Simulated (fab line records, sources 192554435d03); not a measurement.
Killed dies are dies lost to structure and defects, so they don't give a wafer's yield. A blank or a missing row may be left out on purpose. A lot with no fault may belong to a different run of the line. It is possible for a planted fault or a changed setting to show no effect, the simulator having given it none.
fab line records ; flow n5_finfet
record: lots: 24; wafers: 72; last_day: 18
route steps=1938 shown BEOL_M13@1671 BEOL_M14@1731
lots that met no fault: taken from a fault-free run of the same line
start_h: start of the lot's first displayed wafer, in hours after the record's first day ; wait_h: hours since the lot's step before ; " as in the row above ; L1.1+2: one row covering several wafers at once ; - value missing, or start not given ; * or withheld: withheld ; < > ~ a bound
route shown NAME@n: a module of which the file shows steps, and the number in the route of the first ; usual: the fault-free wafers' mean and standard deviation ; same: alike in all rows ; chamber/n: place in a boat ; sites: the reading at each site ; _std_site: standard deviation of those values ; _edge_site: mean of outer sites minus mean of inner sites ; radius_mm: for every site, how far away it sits from the centre of the wafer ; mask NAME#n: copy n ; behind: the most recent tool/chamber to have shaped the wafer ; hold: the reason the lot was held/the length of the hold in hours/how it ended ; device: the transistor (n, p or np) that didn't switch ; end of line: the route-end tests of the same wafers ; a step with no rows: only its recipe ; killed: count of dies lost to structure and defects at first sort (not the wafer's yield) ; map: shows each die of a wafer: x if killed, . if not, _ if none is there
set.NAME: the setting as run; set.NAME@STEP: as run at that earlier step ; model.NAME: the simulator's own value behind a step, which no gauge read
route steps across a sampled set of lots; one table per step, one row per wafer
services: the hour from which a tool's chamber was out of use, counted from the record's first day as start_h (under 0 if before that day), plus the number of hours and why
== steps ==
step: N5_BEOL_M13_INSPECT_12
recipe: mode: adi; inspect_instrument: macro
usual: raw_defect_count: 2.0/1.5
lot.wafer;tool;chamber;start_h;wait_h;raw_defect_count
L074.2;defect_inspect-01;-;255.97;0.0;0
L074.3;defect_inspect-01;-;255.97;0.0;5
L074.6;defect_inspect-01;-;255.97;0.0;1
L076.2;defect_inspect-02;-;262.88;0.0;0
L076.4;defect_inspect-02;-;262.88;0.0;2
L076.6;defect_inspect-02;-;262.88;0.0;3
L075.3;defect_inspect-01;-;267.94;0.0;1
L075.4;defect_inspect-01;-;267.94;0.0;1
L075.6;defect_inspect-01;-;267.94;0.0;2
L077.2;defect_inspect-01;-;268.72;0.0;2
L077.4;defect_inspect-01;-;268.72;0.0;2
L077.6;defect_inspect-01;-;268.72;0.0;4
L078.3;defect_inspect-02;-;270.87;0.0;5
L078.4;defect_inspect-02;-;270.87;0.0;0
L078.5;defect_inspect-02;-;270.87;0.0;3
L079.1;defect_inspect-02;-;285.04;0.0;1
L079.3;defect_inspect-02;-;285.04;0.0;1
L079.5;defect_inspect-02;-;285.04;0.0;3
L080.3;defect_inspect-01;-;290.86;0.0;6
L080.4;defect_inspect-01;-;290.86;0.0;2
L080.5;defect_inspect-01;-;290.86;0.0;0
L083.1;defect_inspect-02;-;299.29;0.0;1
L083.3;defect_inspect-02;-;299.29;0.0;2
L083.6;defect_inspect-02;-;299.29;0.0;4
L081.2;defect_inspect-01;-;300.03;0.0;2
L081.5;defect_inspect-01;-;300.03;0.0;3
L081.6;defect_inspect-01;-;300.03;0.0;3
L082.2;defect_inspect-02;-;303.89;0.0;3
L082.3;defect_inspect-02;-;303.89;0.0;2
L082.6;defect_inspect-02;-;303.89;0.0;1
L086.3;defect_inspect-01;-;309.49;0.0;2
L086.4;defect_inspect-01;-;309.49;0.0;1
L086.5;defect_inspect-01;-;309.49;0.0;2
L084.4;defect_inspect-02;-;311.09;0.0;1
L084.5;defect_inspect-02;-;311.09;0.0;0
L084.6;defect_inspect-02;-;311.09;0.0;0
L087.3;defect_inspect-01;-;329.02;0.0;3
L087.5;defect_inspect-01;-;329.02;0.0;2
L087.6;defect_inspect-01;-;329.02;0.0;2
L088.2;defect_inspect-01;-;335.79;0.0;3
L088.3;defect_inspect-01;-;335.79;0.0;1
L088.6;defect_inspect-01;-;335.79;0.0;4
L089.1;defect_inspect-02;-;336.00;0.0;2
L089.4;defect_inspect-02;-;336.00;0.0;2
L089.6;defect_inspect-02;-;336.00;0.0;0
L085.4;defect_inspect-02;-;336.24;0.0;5
L085.5;defect_inspect-02;-;336.24;0.0;1
L085.6;defect_inspect-02;-;336.24;0.0;4
L090.1;defect_inspect-02;-;342.27;0.0;0
L090.3;defect_inspect-02;-;342.27;0.0;5
L090.4;defect_inspect-02;-;342.27;0.0;1
L091.2;defect_inspect-02;-;345.59;0.0;4
L091.3;defect_inspect-02;-;345.59;0.0;1
L091.6;defect_inspect-02;-;345.59;0.0;1
L092.3;defect_inspect-01;-;359.92;0.0;4
L092.5;defect_inspect-01;-;359.92;0.0;4
L092.6;defect_inspect-01;-;359.92;0.0;3
L094.1;defect_inspect-01;-;374.58;0.0;1
L094.2;defect_inspect-01;-;374.58;0.0;1
L094.4;defect_inspect-01;-;374.58;0.0;2
L093.1;defect_inspect-02;-;374.91;0.0;3
L093.3;defect_inspect-02;-;374.91;0.0;3
L093.5;defect_inspect-02;-;374.91;0.0;1
L097.4;defect_inspect-01;-;384.64;0.0;1
L097.5;defect_inspect-01;-;384.64;0.0;0
L097.6;defect_inspect-01;-;384.64;0.0;7
L095.2;defect_inspect-01;-;384.85;0.0;3
L095.4;defect_inspect-01;-;384.85;0.0;1
L095.6;defect_inspect-01;-;384.85;0.0;3
L096.2;defect_inspect-01;-;395.69;0.0;3
L096.3;defect_inspect-01;-;395.69;0.0;1
L096.5;defect_inspect-01;-;395.69;0.0;2
step: N5_BEOL_M13_CD_MEAS_28
recipe: target_cd_nm: 209.5; landing_energy_ev: 500; detector: se_inlens
usual: cd_nm: 209.3/0.82
lot.wafer;tool;chamber;start_h;wait_h;cd_nm
L074.2;cd_sem-03;0;256.98;-;208.2
L074.3;cd_sem-03;0;256.98;-;208.5
L074.6;cd_sem-03;0;256.98;-;208.3
L076.2;cd_sem-01;0;263.89;-;209.7
L076.4;cd_sem-01;0;263.89;-;209.8
L076.6;cd_sem-01;0;263.89;-;209.8
L075.3;cd_sem-02;0;268.83;-;209.5
L075.4;cd_sem-02;0;268.83;-;209.2
L075.6;cd_sem-02;0;268.83;-;208.7
L077.2;cd_sem-01;0;269.61;-;207.9
L077.4;cd_sem-01;0;269.61;-;208.5
L077.6;cd_sem-01;0;269.61;-;207.2
L078.3;cd_sem-01;0;271.76;-;210.0
L078.4;cd_sem-01;0;271.76;-;210.0
L078.5;cd_sem-01;0;271.76;-;211.3
L079.1;cd_sem-03;0;286.06;-;208.5
L079.3;cd_sem-03;0;286.06;-;208.1
L079.5;cd_sem-03;0;286.06;-;208.5
L080.3;cd_sem-03;0;292.16;-;209.4
L080.4;cd_sem-03;0;292.16;-;208.9
L080.5;cd_sem-03;0;292.16;-;209.6
L083.1;cd_sem-02;0;300.53;-;208.9
L083.3;cd_sem-02;0;300.53;-;210.1
L083.6;cd_sem-02;0;300.53;-;208.8
L081.2;cd_sem-03;0;301.05;-;210.6
L081.5;cd_sem-03;0;301.05;-;209.5
L081.6;cd_sem-03;0;301.05;-;210.9
L082.2;cd_sem-02;0;304.79;-;211.0
L082.3;cd_sem-02;0;304.79;-;209.1
L082.6;cd_sem-02;0;304.79;-;210.1
L086.3;cd_sem-01;0;310.54;-;208.7
L086.4;cd_sem-01;0;310.54;-;208.4
L086.5;cd_sem-01;0;310.54;-;208.1
L084.4;cd_sem-01;0;312.20;-;211.5
L084.5;cd_sem-01;0;312.20;-;210.4
L084.6;cd_sem-01;0;312.20;-;211.7
L087.3;cd_sem-01;0;329.91;-;209.8
L087.5;cd_sem-01;0;329.91;-;208.7
L087.6;cd_sem-01;0;329.91;-;209.5
L088.2;cd_sem-02;0;336.80;-;209.4
L088.3;cd_sem-02;0;336.80;-;208.3
L088.6;cd_sem-02;0;336.80;-;209.9
L089.1;cd_sem-02;0;337.52;-;208.9
L089.4;cd_sem-02;0;337.52;-;208.4
L089.6;cd_sem-02;0;337.52;-;209.4
L085.4;cd_sem-01;0;337.71;-;209.3
L085.5;cd_sem-01;0;337.71;-;209.6
L085.6;cd_sem-01;0;337.71;-;210.6
L090.1;cd_sem-02;0;343.16;-;209.0
L090.3;cd_sem-02;0;343.16;-;209.9
L090.4;cd_sem-02;0;343.16;-;209.0
L091.2;cd_sem-03;0;346.48;-;209.4
L091.3;cd_sem-03;0;346.48;-;208.9
L091.6;cd_sem-03;0;346.48;-;209.3
L092.3;cd_sem-01;0;360.81;-;209.3
L092.5;cd_sem-01;0;360.81;-;210.3
L092.6;cd_sem-01;0;360.81;-;208.8
L094.1;cd_sem-01;0;375.60;-;208.9
L094.2;cd_sem-01;0;375.60;-;209.5
L094.4;cd_sem-01;0;375.60;-;210.0
L093.1;cd_sem-03;0;375.96;-;209.1
L093.3;cd_sem-03;0;375.96;-;210.3
L093.5;cd_sem-03;0;375.96;-;209.5
L097.4;cd_sem-03;0;385.77;-;209.6
L097.5;cd_sem-03;0;385.77;-;209.4
L097.6;cd_sem-03;0;385.77;-;209.0
L095.2;cd_sem-01;0;385.94;-;209.9
L095.4;cd_sem-01;0;385.94;-;208.9
L095.6;cd_sem-01;0;385.94;-;209.3
L096.2;cd_sem-01;0;396.72;-;209.3
L096.3;cd_sem-01;0;396.72;-;209.1
L096.5;cd_sem-01;0;396.72;-;209.7
step: N5_BEOL_M13_OCD_MEAS_35
usual: trench_depth_nm: 414/6.6
lot.wafer;tool;chamber;start_h;wait_h;trench_depth_nm
L074.2;ocd-02;-;257.65;0.0;414
L074.3;ocd-02;-;257.65;0.0;413
L074.6;ocd-02;-;257.65;0.0;414
L076.2;ocd-02;-;264.56;0.0;424
L076.4;ocd-02;-;264.56;0.0;418
L076.6;ocd-02;-;264.56;0.0;419
L075.3;ocd-01;-;269.49;0.0;404
L075.4;ocd-01;-;269.49;0.0;413
L075.6;ocd-01;-;269.49;0.0;421
L077.2;ocd-02;-;270.37;0.0;417
L077.4;ocd-02;-;270.37;0.0;415
L077.6;ocd-02;-;270.37;0.0;428
L078.3;ocd-02;-;272.43;0.0;420
L078.4;ocd-02;-;272.43;0.0;413
L078.5;ocd-02;-;272.43;0.0;414
L079.1;ocd-01;-;286.73;0.0;408
L079.3;ocd-01;-;286.73;0.0;411
L079.5;ocd-01;-;286.73;0.0;409
L080.3;ocd-02;-;292.83;0.0;411
L080.4;ocd-02;-;292.83;0.0;410
L080.5;ocd-02;-;292.83;0.0;412
L083.1;ocd-02;-;301.19;0.0;398
L083.3;ocd-02;-;301.19;0.0;404
L083.6;ocd-02;-;301.19;0.0;408
L081.2;ocd-02;-;301.74;0.0;416
L081.5;ocd-02;-;301.74;0.0;401
L081.6;ocd-02;-;301.74;0.0;413
L082.2;ocd-02;-;305.45;0.0;407
L082.3;ocd-02;-;305.45;0.0;410
L082.6;ocd-02;-;305.45;0.0;405
L086.3;ocd-01;-;311.20;0.0;409
L086.4;ocd-01;-;311.20;0.0;412
L086.5;ocd-01;-;311.20;0.0;405
L084.4;ocd-02;-;312.87;0.0;402
L084.5;ocd-02;-;312.87;0.0;411
L084.6;ocd-02;-;312.87;0.0;409
L087.3;ocd-01;-;330.57;0.0;411
L087.5;ocd-01;-;330.57;0.0;412
L087.6;ocd-01;-;330.57;0.0;422
L088.2;ocd-01;-;337.51;0.0;423
L088.3;ocd-01;-;337.51;0.0;414
L088.6;ocd-01;-;337.51;0.0;424
L089.1;ocd-01;-;338.19;0.0;413
L089.4;ocd-01;-;338.19;0.0;403
L089.6;ocd-01;-;338.19;0.0;406
L085.4;ocd-02;-;338.38;0.0;419
L085.5;ocd-02;-;338.38;0.0;418
L085.6;ocd-02;-;338.38;0.0;408
L090.1;ocd-01;-;343.91;0.0;411
L090.3;ocd-01;-;343.91;0.0;417
L090.4;ocd-01;-;343.91;0.0;420
L091.2;ocd-02;-;347.39;0.0;424
L091.3;ocd-02;-;347.39;0.0;418
L091.6;ocd-02;-;347.39;0.0;417
L092.3;ocd-02;-;361.47;0.0;409
L092.5;ocd-02;-;361.47;0.0;418
L092.6;ocd-02;-;361.47;0.0;412
L094.1;ocd-02;-;376.27;0.0;410
L094.2;ocd-02;-;376.27;0.0;420
L094.4;ocd-02;-;376.27;0.0;408
L093.1;ocd-01;-;376.62;0.0;404
L093.3;ocd-01;-;376.62;0.0;406
L093.5;ocd-01;-;376.62;0.0;400
L097.4;ocd-02;-;386.59;0.0;423
L097.5;ocd-02;-;386.59;0.0;422
L097.6;ocd-02;-;386.59;0.0;413
L095.2;ocd-02;-;387.13;0.0;425
L095.4;ocd-02;-;387.13;0.0;423
L095.6;ocd-02;-;387.13;0.0;425
L096.2;ocd-01;-;397.39;0.0;418
L096.3;ocd-01;-;397.39;0.0;410
L096.5;ocd-01;-;397.39;0.0;403
step: N5_BEOL_M13_SPUTTER_43
recipe: material: TaN; target_thk_a: 150; temp_c: 50; bias_v: 168.6; power_w: 15000; chamber_pressure_pa: 0.12; time_s: 24.19
usual: throttle_valve_pct: 30.3/1.1
lot.wafer;tool;chamber;start_h;wait_h;throttle_valve_pct
L074.2;pvd_sputter-01;-;258.98;0.0;29.9
L074.3;pvd_sputter-01;-;258.98;0.0;31.9
L074.6;pvd_sputter-01;-;258.98;0.0;30.0
L076.2;pvd_sputter-01;-;266.01;0.0;29.9
L076.4;pvd_sputter-01;-;266.01;0.0;31.4
L076.6;pvd_sputter-01;-;266.01;0.0;29.4
L075.3;pvd_sputter-01;-;274.44;0.0;31.9
L075.4;pvd_sputter-01;-;274.44;0.0;29.2
L075.6;pvd_sputter-01;-;274.44;0.0;29.9
L077.2;pvd_sputter-02;-;274.47;0.0;31.9
L077.4;pvd_sputter-02;-;274.47;0.0;30.1
L077.6;pvd_sputter-02;-;274.47;0.0;30.2
L078.3;pvd_sputter-02;-;275.17;0.0;31.7
L078.4;pvd_sputter-02;-;275.17;0.0;30.2
L078.5;pvd_sputter-02;-;275.17;0.0;30.0
L079.1;pvd_sputter-02;-;287.90;0.0;32.0
L079.3;pvd_sputter-02;-;287.90;0.0;30.5
L079.5;pvd_sputter-02;-;287.90;0.0;30.1
L080.3;pvd_sputter-01;-;294.35;0.0;31.7
L080.4;pvd_sputter-01;-;294.35;0.0;29.5
L080.5;pvd_sputter-01;-;294.35;0.0;29.8
L083.1;pvd_sputter-01;-;302.43;0.0;29.8
L083.3;pvd_sputter-01;-;302.43;0.0;29.2
L083.6;pvd_sputter-01;-;302.43;0.0;31.5
L081.2;pvd_sputter-01;-;303.53;0.0;30.0
L081.5;pvd_sputter-01;-;303.53;0.0;31.9
L081.6;pvd_sputter-01;-;303.53;0.0;30.0
L082.2;pvd_sputter-01;-;307.00;0.0;31.6
L082.3;pvd_sputter-01;-;307.00;0.0;29.8
L082.6;pvd_sputter-01;-;307.00;0.0;29.6
L086.3;pvd_sputter-03;-;313.06;0.0;29.6
L086.4;pvd_sputter-03;-;313.06;0.0;28.5
L086.5;pvd_sputter-03;-;313.06;0.0;31.5
L084.4;pvd_sputter-03;-;313.42;0.0;30.4
L084.5;pvd_sputter-03;-;313.42;0.0;28.2
L084.6;pvd_sputter-03;-;313.42;0.0;30.6
L087.3;pvd_sputter-03;-;333.11;0.0;30.6
L087.5;pvd_sputter-03;-;333.11;0.0;28.3
L087.6;pvd_sputter-03;-;333.11;0.0;29.3
L088.2;pvd_sputter-01;-;339.33;0.0;29.2
L088.3;pvd_sputter-01;-;339.33;0.0;31.8
L088.6;pvd_sputter-01;-;339.33;0.0;29.8
L089.1;pvd_sputter-01;-;341.13;0.0;29.7
L089.4;pvd_sputter-01;-;341.13;0.0;29.2
L089.6;pvd_sputter-01;-;341.13;0.0;29.6
L085.4;pvd_sputter-02;-;342.75;0.0;31.7
L085.5;pvd_sputter-02;-;342.75;0.0;30.3
L085.6;pvd_sputter-02;-;342.75;0.0;31.9
L090.1;pvd_sputter-02;-;344.31;0.0;30.0
L090.3;pvd_sputter-02;-;344.31;0.0;32.0
L090.4;pvd_sputter-02;-;344.31;0.0;30.3
L091.2;pvd_sputter-02;-;348.29;0.0;30.0
L091.3;pvd_sputter-02;-;348.29;0.0;31.4
L091.6;pvd_sputter-02;-;348.29;0.0;31.5
L092.3;pvd_sputter-03;-;361.87;0.0;28.2
L092.5;pvd_sputter-03;-;361.87;0.0;31.5
L092.6;pvd_sputter-03;-;361.87;0.0;29.6
L094.1;pvd_sputter-01;-;377.54;0.0;29.0
L094.2;pvd_sputter-01;-;377.54;0.0;31.7
L094.4;pvd_sputter-01;-;377.54;0.0;29.6
L093.1;pvd_sputter-01;-;377.94;0.0;29.6
L093.3;pvd_sputter-01;-;377.94;0.0;31.6
L093.5;pvd_sputter-01;-;377.94;0.0;31.6
L097.4;pvd_sputter-01;-;387.28;0.0;29.7
L097.5;pvd_sputter-01;-;387.28;0.0;29.8
L097.6;pvd_sputter-01;-;387.28;0.0;29.5
L095.2;pvd_sputter-03;-;389.94;0.0;30.5
L095.4;pvd_sputter-03;-;389.94;0.0;29.9
L095.6;pvd_sputter-03;-;389.94;0.0;30.8
L096.2;pvd_sputter-03;-;399.59;0.0;31.5
L096.3;pvd_sputter-03;-;399.59;0.0;29.7
L096.5;pvd_sputter-03;-;399.59;0.0;30.7
step: N5_BEOL_M13_ANNEAL_48
recipe: temp_c: 225; time_s: 90; ambient: N2
usual: anneal_temp_c_max: 226.2/0.3; wafer_temp_C_max: 225.95/0.28
lot.wafer;tool;chamber;start_h;wait_h;anneal_temp_c_max;wafer_temp_C_max
L074.2;rtp_anneal-01;0;260.30;1.0;226.0;225.74
L074.3;rtp_anneal-01;0;260.30;1.0;225.8;225.81
L074.6;rtp_anneal-01;0;260.30;1.0;226.2;226.39
L076.2;rtp_anneal-02;0;266.49;0.2;226.2;225.92
L076.4;rtp_anneal-02;0;266.49;0.2;226.4;225.91
L076.6;rtp_anneal-02;0;266.49;0.2;226.1;225.80
L075.3;rtp_anneal-02;0;274.97;0.2;226.4;225.83
L075.4;rtp_anneal-02;0;274.97;0.2;226.2;225.52
L075.6;rtp_anneal-02;0;274.97;0.2;227.2;225.85
L077.2;rtp_anneal-02;0;275.20;0.3;226.2;225.92
L077.4;rtp_anneal-02;0;275.20;0.3;226.2;225.76
L077.6;rtp_anneal-02;0;275.20;0.3;226.4;225.90
L078.3;rtp_anneal-02;0;275.78;0.2;226.5;225.80
L078.4;rtp_anneal-02;0;275.78;0.2;226.6;225.73
L078.5;rtp_anneal-02;0;275.78;0.2;226.3;225.91
L079.1;rtp_anneal-02;0;289.08;0.9;226.1;225.82
L079.3;rtp_anneal-02;0;289.08;0.9;226.0;225.49
L079.5;rtp_anneal-02;0;289.08;0.9;226.1;225.74
L080.3;rtp_anneal-02;0;294.88;0.2;226.2;226.11
L080.4;rtp_anneal-02;0;294.88;0.2;226.7;225.79
L080.5;rtp_anneal-02;0;294.88;0.2;226.0;226.13
L083.1;rtp_anneal-01;0;302.87;0.1;226.0;226.26
L083.3;rtp_anneal-01;0;302.87;0.1;225.9;226.07
L083.6;rtp_anneal-01;0;302.87;0.1;226.1;226.05
L081.2;rtp_anneal-01;0;304.02;0.2;226.9;225.84
L081.5;rtp_anneal-01;0;304.02;0.2;226.1;226.29
L081.6;rtp_anneal-01;0;304.02;0.2;226.3;225.88
L082.2;rtp_anneal-02;0;307.49;0.2;226.1;225.74
L082.3;rtp_anneal-02;0;307.49;0.2;226.3;225.72
L082.6;rtp_anneal-02;0;307.49;0.2;226.4;225.97
L086.3;rtp_anneal-02;0;313.75;0.3;226.6;226.07
L086.4;rtp_anneal-02;0;313.75;0.3;225.8;225.49
L086.5;rtp_anneal-02;0;313.75;0.3;226.5;226.29
L084.4;rtp_anneal-01;0;314.15;0.4;226.0;225.87
L084.5;rtp_anneal-01;0;314.15;0.4;225.6;226.32
L084.6;rtp_anneal-01;0;314.15;0.4;226.5;225.61
L087.3;rtp_anneal-01;0;333.65;0.2;226.4;226.34
L087.5;rtp_anneal-01;0;333.65;0.2;225.7;226.22
L087.6;rtp_anneal-01;0;333.65;0.2;225.8;226.21
L088.2;rtp_anneal-01;0;339.82;0.2;226.1;225.81
L088.3;rtp_anneal-01;0;339.82;0.2;226.1;226.51
L088.6;rtp_anneal-01;0;339.82;0.2;226.2;225.80
L089.1;rtp_anneal-02;0;342.06;0.6;226.4;225.55
L089.4;rtp_anneal-02;0;342.06;0.6;226.9;225.88
L089.6;rtp_anneal-02;0;342.06;0.6;226.4;225.45
L085.4;rtp_anneal-01;0;343.37;0.2;225.6;226.58
L085.5;rtp_anneal-01;0;343.37;0.2;226.0;226.07
L085.6;rtp_anneal-01;0;343.37;0.2;225.7;226.57
L090.1;rtp_anneal-02;0;344.82;0.2;225.8;225.89
L090.3;rtp_anneal-02;0;344.82;0.2;226.3;225.75
L090.4;rtp_anneal-02;0;344.82;0.2;226.3;225.76
L091.2;rtp_anneal-01;0;348.77;0.2;225.9;225.75
L091.3;rtp_anneal-01;0;348.77;0.2;225.9;226.39
L091.6;rtp_anneal-01;0;348.77;0.2;226.6;226.47
L092.3;rtp_anneal-01;0;362.40;0.2;226.1;225.82
L092.5;rtp_anneal-01;0;362.40;0.2;226.1;226.13
L092.6;rtp_anneal-01;0;362.40;0.2;226.0;226.39
L094.1;rtp_anneal-02;0;378.22;0.4;226.0;225.74
L094.2;rtp_anneal-02;0;378.22;0.4;226.2;225.71
L094.4;rtp_anneal-02;0;378.22;0.4;227.2;226.01
L093.1;rtp_anneal-02;0;378.49;0.2;226.0;225.57
L093.3;rtp_anneal-02;0;378.49;0.2;225.6;225.67
L093.5;rtp_anneal-02;0;378.49;0.2;226.6;225.59
L097.4;rtp_anneal-01;0;388.54;0.9;226.3;225.89
L097.5;rtp_anneal-01;0;388.54;0.9;226.2;225.96
L097.6;rtp_anneal-01;0;388.54;0.9;227.2;226.24
L095.2;rtp_anneal-02;0;390.43;0.2;226.0;225.99
L095.4;rtp_anneal-02;0;390.43;0.2;226.3;225.74
L095.6;rtp_anneal-02;0;390.43;0.2;226.0;226.07
L096.2;rtp_anneal-01;0;400.42;0.5;226.0;226.81
L096.3;rtp_anneal-01;0;400.42;0.5;226.0;225.89
L096.5;rtp_anneal-01;0;400.42;0.5;225.9;226.35
step: N5_BEOL_M14_VIA_ETCH_16
recipe: chemistry: C4F8/O2/Ar; target: SiO2; he_inner_torr: 15; he_outer_torr: 30; target_depth_a: 12313; time_s: withheld; ion_energy_ev: 800; pressure_mtorr: 20; source_w: 1905; bias_w: 2040; Ar_flow_sccm: 400; C4F8_flow_sccm: 16; O2_flow_sccm: 12; ends: cleared
usual: drypump_motor_current_A: 5.7/0.47; oes_product_au: 0.72/0.092; rf_vpp_V: 2231/16; showerhead_plenum_p_Torr: 3.40/0.11; throttle_valve_pct: 30.94/0.2
lot.wafer;tool;chamber;start_h;wait_h;drypump_motor_current_A;oes_product_au;rf_vpp_V;showerhead_plenum_p_Torr;throttle_valve_pct
L074.2;rie_diel-02;0;261.83;0.0;5.9;0.83;2250;3.36;30.82
L074.3;rie_diel-02;2;261.83;0.0;6.8;0.87;2200;3.51;30.97
L074.6;rie_diel-02;0;261.83;0.0;5.9;0.82;2252;3.36;30.82
L076.2;rie_diel-01;0;267.98;0.0;6.3;0.63;2220;3.40;31.17
L076.4;rie_diel-01;2;267.98;0.0;5.2;0.64;2228;3.41;30.97
L076.6;rie_diel-01;3;267.98;0.0;5.7;0.66;2256;3.55;31.05
L075.3;rie_diel-05;3;276.47;0.0;5.9;0.63;2223;3.28;30.96
L075.4;rie_diel-05;0;276.47;0.0;5.6;0.91;2242;3.39;30.89
L075.6;rie_diel-05;3;276.47;0.0;5.9;0.63;2223;3.28;30.97
L077.2;rie_diel-02;2;276.73;0.0;6.7;0.86;2200;3.51;30.97
L077.4;rie_diel-02;0;276.73;0.0;5.9;0.83;2250;3.36;30.83
L077.6;rie_diel-02;3;276.73;0.0;5.4;0.83;2228;3.50;30.83
L078.3;rie_diel-01;1;277.23;0.0;5.2;0.67;2231;3.29;31.34
L078.4;rie_diel-01;0;277.23;0.0;6.3;0.62;2220;3.40;31.14
L078.5;rie_diel-01;1;277.23;0.0;5.2;0.67;2233;3.30;31.33
L079.1;rie_diel-05;1;290.55;0.0;5.2;0.73;2233;3.31;30.77
L079.3;rie_diel-05;2;290.55;0.0;5.1;0.63;2208;3.26;30.45
L079.5;rie_diel-05;2;290.55;0.0;5.1;0.63;2208;3.26;30.46
L080.3;rie_diel-01;0;296.40;0.0;6.3;0.62;2220;3.39;31.18
L080.4;rie_diel-01;2;296.40;0.0;5.1;0.63;2227;3.40;31.00
L080.5;rie_diel-01;2;296.40;0.0;5.1;0.64;2225;3.41;31.01
L083.1;rie_diel-02;2;304.46;0.0;6.8;0.83;2200;3.50;30.99
L083.3;rie_diel-02;3;304.46;0.0;5.4;0.80;2227;3.49;30.81
L083.6;rie_diel-02;3;304.46;0.0;5.4;0.81;2227;3.49;30.83
L081.2;rie_diel-05;0;305.43;0.0;5.7;0.87;2240;3.38;30.90
L081.5;rie_diel-05;3;305.43;0.0;5.9;0.62;2223;3.28;30.97
L081.6;rie_diel-05;2;305.43;0.0;5.1;0.62;2207;3.26;30.47
L082.2;rie_diel-01;2;308.91;0.0;5.1;0.63;2228;3.40;31.00
L082.3;rie_diel-01;0;308.91;0.0;6.3;0.62;2218;3.39;31.18
L082.6;rie_diel-01;0;308.91;0.0;6.3;0.62;2220;3.39;31.17
L086.3;rie_diel-05;3;315.23;0.0;5.9;0.61;2223;3.28;30.96
L086.4;rie_diel-05;1;315.23;0.0;5.2;0.72;2232;3.30;30.78
L086.5;rie_diel-05;1;315.23;0.0;5.2;0.71;2233;3.30;30.78
L084.4;rie_diel-05;1;315.64;0.0;5.2;0.72;2232;3.30;30.79
L084.5;rie_diel-05;3;315.64;0.0;5.9;0.62;2223;3.28;30.96
L084.6;rie_diel-05;2;315.64;0.0;5.1;0.62;2208;3.25;30.47
L087.3;rie_diel-02;2;335.02;0.0;6.8;0.81;2200;3.50;30.99
L087.5;rie_diel-02;1;335.02;0.0;5.8;0.70;2239;3.57;31.15
L087.6;rie_diel-02;0;335.02;0.0;5.9;0.80;2247;3.35;30.85
L088.2;rie_diel-02;3;341.39;0.0;5.4;0.78;2225;3.49;30.84
L088.3;rie_diel-02;2;341.39;0.0;6.8;0.81;2198;3.50;31.00
L088.6;rie_diel-02;1;341.39;0.0;5.8;0.69;2237;3.57;31.15
L089.1;rie_diel-02;0;343.72;0.0;5.9;0.78;2248;3.35;30.84
L089.4;rie_diel-02;1;343.72;0.0;5.8;0.69;2237;3.57;31.16
L089.6;rie_diel-02;2;343.72;0.0;6.7;0.80;2200;3.50;30.98
L085.4;rie_diel-01;2;344.80;0.1;5.1;0.62;2225;3.39;31.00
L085.5;rie_diel-01;3;344.80;0.1;5.8;0.64;2256;3.53;31.10
L085.6;rie_diel-01;1;344.80;0.1;5.2;0.65;2231;3.28;31.35
L090.1;rie_diel-05;3;346.29;0.0;5.9;0.60;2221;3.27;30.97
L090.3;rie_diel-05;2;346.29;0.0;5.1;0.61;2207;3.25;30.45
L090.4;rie_diel-05;1;346.29;0.0;5.2;0.70;2232;3.30;30.79
L091.2;rie_diel-01;2;350.30;0.0;5.1;0.62;2226;3.39;31.00
L091.3;rie_diel-01;1;350.30;0.0;5.2;0.65;2231;3.28;31.37
L091.6;rie_diel-01;0;350.30;0.0;6.3;0.90;2219;3.39;31.01
L092.3;rie_diel-05;2;363.76;0.0;5.1;0.61;2208;3.25;30.47
L092.5;rie_diel-05;3;363.76;0.0;5.9;0.61;2221;3.27;30.98
L092.6;rie_diel-05;2;363.76;0.0;5.1;0.60;2205;3.25;30.49
L094.1;rie_diel-05;1;379.72;0.1;5.2;0.69;2231;3.29;30.78
L094.2;rie_diel-05;0;379.72;0.1;5.6;0.81;2239;3.37;30.93
L094.4;rie_diel-05;1;379.72;0.1;5.2;0.70;2232;3.29;30.81
L093.1;rie_diel-02;2;379.96;0.0;6.8;0.78;2198;3.49;31.01
L093.3;rie_diel-02;0;379.96;0.0;5.9;0.77;2247;3.34;30.87
L093.5;rie_diel-02;1;379.96;0.0;5.8;0.69;2237;3.57;31.16
L097.4;rie_diel-05;0;390.03;0.1;5.7;0.80;2240;3.37;30.92
L097.5;rie_diel-05;1;390.03;0.1;5.2;0.69;2232;3.29;30.81
L097.6;rie_diel-05;3;390.03;0.1;5.9;0.89;2258;3.67;30.74
L095.2;rie_diel-01;3;391.94;0.0;5.7;0.62;2254;3.52;31.08
L095.4;rie_diel-01;1;391.94;0.0;5.2;0.64;2230;3.27;31.37
L095.6;rie_diel-01;0;391.94;0.0;6.3;0.85;2217;3.38;31.06
L096.2;rie_diel-05;0;401.98;0.0;5.6;0.80;2239;3.36;30.93
L096.3;rie_diel-05;3;401.98;0.0;5.9;0.87;2256;3.66;30.75
L096.5;rie_diel-05;3;401.98;0.0;5.9;0.87;2258;3.66;30.75
== services ==
tool;chamber;start_h;hours;kind
rie_diel-02;1;237.00;5.9;repair
rie_diel-05;0;251.31;-;clean
rie_diel-05;0;251.31;-;consumable_replace:focus_ring
rie_diel-05;0;251.31;19.1;scheduled_down
rie_diel-05;0;251.31;19.1;vent_cycle
rtp_anneal-02;-;259.79;3.4;pm
rie_diel-01;3;303.84;3.5;repair
rie_diel-01;0;328.81;-;clean
rie_diel-01;0;328.81;-;consumable_replace:focus_ring
rie_diel-01;0;328.81;18.1;scheduled_down
pvd_sputter-01;-;365.49;7.0;repair
pvd_sputter-02;-;366.55;13.9;repair
rie_diel-05;3;373.42;-;clean
rie_diel-05;3;373.42;-;consumable_replace:focus_ring
rie_diel-05;3;373.42;-;consumable_replace:showerhead
rie_diel-05;3;373.42;14.1;scheduled_down
rie_diel-05;3;373.42;14.1;vent_cycle
rie_diel-05;2;387.71;-;clean
rie_diel-05;2;387.71;-;consumable_replace:focus_ring
rie_diel-05;2;387.71;-;consumable_replace:showerhead
rie_diel-05;2;387.71;21.9;scheduled_down
rie_diel-05;2;387.71;21.9;vent_cycle
rie_diel-02;0;387.93;20.3;repair
rie_diel-02;-;396.06;0.3;repair
== key ==
fault none
